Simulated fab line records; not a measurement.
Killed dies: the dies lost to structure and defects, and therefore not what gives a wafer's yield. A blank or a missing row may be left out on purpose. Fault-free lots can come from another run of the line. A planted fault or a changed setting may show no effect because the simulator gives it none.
What tool caused it?    flow n5_finfet    12 lots, 34 wafers sampled, at 4 steps of a route of 1938

WHAT EACH GAUGE READ, for each wafer
N5_SD_EPI_P_INSPECT_26: inspects for defects (darkfield).
lot   measured     on                 raw_defect_count
L556  day 3 09:44  defect_inspect-01  102 104 150
L558  day 3 22:32  defect_inspect-01  216 186 181
L559  day 4 06:45  defect_inspect-02  217 196 128
L560  day 4 10:37  defect_inspect-02  204 151 148
L561  day 4 16:32  defect_inspect-02  135 179 200
L562  day 4 20:56  defect_inspect-01  148 124 113
L563  day 5 05:10  defect_inspect-01  222 166 165
L572  day 7 10:57  defect_inspect-02  747 154 193
L573  day 7 17:17  defect_inspect-01  197 241 151
L575  day 8 04:08  defect_inspect-01  164 142
L576  day 8 12:40  defect_inspect-01  145 177 221
L578  day 8 20:34  defect_inspect-01  182 145

WHICH TOOL RAN EACH LOT (tool, then ch and the chambers of the sampled wafers, then the start)
lot   N5_SD_EPI_P_ETCH_16                N5_SD_EPI_P_SD_RECESS_17         N5_SD_EPI_P_HM_STRIP_48
L556  rie_diel-02 ch 0,1,3, day 3 06:37  rie_si-05 ch 0,1,2, day 3 06:41  wet_bench-05 ch 3,5,6, day 3 09:35
L558  rie_diel-06 ch 0,1,3, day 3 19:19  rie_si-03 ch 1,2,3, day 3 19:23  wet_bench-01 ch 4,6,7, day 3 22:17
L559  rie_diel-04 ch 0,2, day 4 02:47    rie_si-03 ch 1,3, day 4 02:52    wet_bench-02 ch 1,3,7, day 4 06:37
L560  rie_diel-06 ch 0,1,3, day 4 06:40  rie_si-01 ch 0,2,3, day 4 06:44  wet_bench-05 ch 0,4,6, day 4 10:29
L561  rie_diel-06 ch 0,1, day 4 12:35    rie_si-05 ch 2,3, day 4 12:39    wet_bench-02 ch 1,3,4, day 4 16:23
L562  rie_diel-06 ch 0,2, day 4 17:47    rie_si-01 ch 0,1,2, day 4 17:52  wet_bench-01 ch 0,1,3, day 4 20:48
L563  rie_diel-02 ch 0,2,3, day 5 02:04  rie_si-03 ch 0,1,2, day 5 02:08  wet_bench-05 ch 2,4,7, day 5 05:02
L572  rie_diel-06 ch 1,2,3, day 7 06:58  rie_si-01 ch 0,1, day 7 07:02    wet_bench-05 ch 2,4,6, day 7 10:49
L573  rie_diel-06 ch 0,1,2, day 7 13:13  rie_si-01 ch 0,1,2, day 7 13:17  wet_bench-01 ch 0,1,3, day 7 17:02
L575  rie_diel-06 ch 0,1, day 8 01:01    rie_si-05 ch 2,3, day 8 01:05    wet_bench-02 ch 0,1, day 8 03:59
L576  rie_diel-06 ch 1,2,3, day 8 08:42  rie_si-03 ch 0,1,3, day 8 08:46  wet_bench-02 ch 1,2,3, day 8 12:32
L578  rie_diel-06 ch 0,2, day 8 17:28    rie_si-01 ch 1,3, day 8 17:32    wet_bench-02 ch 2,5, day 8 20:26
- N5_SD_EPI_P_ETCH_16: etches SiO2 in CHF3/O2, target depth 5 nm.
- N5_SD_EPI_P_SD_RECESS_17: chemistry HBr/Cl2/O2, target depth 39.1 nm, bt time 3 s.
- N5_SD_EPI_P_HM_STRIP_48: strips SiNx in H3PO4, material SiNx, target depth 3 nm.

AS READ BY THE TOOLS THEMSELVES (means over the sampled wafers that have a number; for cases with no such wafer, the mark the record gives instead)
N5_SD_EPI_P_ETCH_16.
lot   tool         CHF3_flow_sccm (sccm)  drypump_motor_current_A (A)  oes_o_777_au (a.u.)  oes_product_au (a.u.)  rf_vpp_V (V)  showerhead_plenum_p_Torr (Torr)  throttle_valve_pct (%)
L556  rie_diel-02  50.02                  5.5                          0.90                 0.88                   520           2.56                             18.70
L558  rie_diel-06  49.93                  5.8                          0.83                 0.82                   524           2.39                             18.72
L559  rie_diel-04  50.08                  5.5                          0.75                 0.74                   526           2.35                             18.87
L560  rie_diel-06  50.03                  5.8                          0.82                 0.81                   523           2.39                             18.73
L561  rie_diel-06  50.11                  6.0                          0.87                 0.85                   516           2.35                             18.66
L562  rie_diel-06  50.17                  5.7                          0.79                 0.78                   525           2.38                             18.84
L563  rie_diel-02  49.96                  5.8                          0.84                 0.83                   521           2.48                             18.91
L572  rie_diel-06  50.03                  5.9                          0.83                 0.83                   526           2.46                             18.66
L573  rie_diel-06  49.98                  5.9                          0.83                 0.81                   522           2.40                             18.73
L575  rie_diel-06  49.84                  5.9                          0.81                 0.79                   518           2.33                             18.77
L576  rie_diel-06  50.06                  5.9                          0.83                 0.81                   525           2.46                             18.67
L578  rie_diel-06  50.01                  5.8                          0.78                 0.77                   524           2.41                             18.84

N5_SD_EPI_P_SD_RECESS_17.
lot   tool       drypump_motor_current_A (A)  oes_o_777_au (a.u.)  oes_product_au (a.u.)  throttle_valve_pct (%)
L556  rie_si-05  5.6                          1.011                1.018                  37.1
L558  rie_si-03  5.7                          0.992                0.995                  36.9
L559  rie_si-03  5.5                          0.976                0.985                  36.6
L560  rie_si-01  5.6                          1.005                1.006                  37.4
L561  rie_si-05  5.7                          1.017                1.021                  37.0
L562  rie_si-01  5.4                          1.005                0.998                  37.1
L563  rie_si-03  5.7                          0.995                0.987                  37.1
L572  rie_si-01  5.2                          1.001                0.995                  36.8
L573  rie_si-01  5.4                          1.009                1.000                  37.1
L575  rie_si-05  5.6                          1.020                1.014                  37.0
L576  rie_si-03  5.5                          1.005                1.008                  36.8
L578  rie_si-01  5.4                          0.991                0.992                  37.2

N5_SD_EPI_P_HM_STRIP_48.
lot   tool          bath_guard_temp_C (C)
L556  wet_bench-05  160.0
L558  wet_bench-01  159.9
L559  wet_bench-02  159.7
L560  wet_bench-05  159.9
L561  wet_bench-02  159.7
L562  wet_bench-01  159.9
L563  wet_bench-05  159.6
L572  wet_bench-05  159.4
L573  wet_bench-01  160.0
L575  wet_bench-02  159.2
L576  wet_bench-02  160.1
L578  wet_bench-02  160.5

THE ANSWER, worked out from the rows above alone
Rule: what is usual is taken from the lots themselves. Put in order of their means at a reading, lots are off if they are a third of the lots or fewer, leave a main group of 4 or more, and stand apart from it by a gap of 3 or more times the standard deviation of the main group's means; of several such gaps the widest counts. If all means in a main group match to the digits the tables above print for the reading, that group is not used. Also off: a lot with no number at a reading for which 4 or more lots have one. Where the step has rows for the other lots, those lots are counted as sound. The gauges are gone through in route order, then the tools' own readings, and for those a lot's mean is taken as printed above. At the first step where some lot is off, the reading lying furthest off is the one used; lots without a number count as furthest.
Off at N5_SD_EPI_P_INSPECT_26 (raw_defect_count): L572. The main group has a mean of 167 with a standard deviation of 24.
A tool fits if, at a process step before that reading, it ran every lot that is off, and no sound lot after the first of them. The gauges at N5_SD_EPI_P_INSPECT_26 are tried like those tools. 2 tools fit, wet_bench-05 at N5_SD_EPI_P_HM_STRIP_48 and defect_inspect-02 at N5_SD_EPI_P_INSPECT_26, so this cannot tell which one it is.

WHAT HAD BEEN PUT IN BY THE SIMULATOR
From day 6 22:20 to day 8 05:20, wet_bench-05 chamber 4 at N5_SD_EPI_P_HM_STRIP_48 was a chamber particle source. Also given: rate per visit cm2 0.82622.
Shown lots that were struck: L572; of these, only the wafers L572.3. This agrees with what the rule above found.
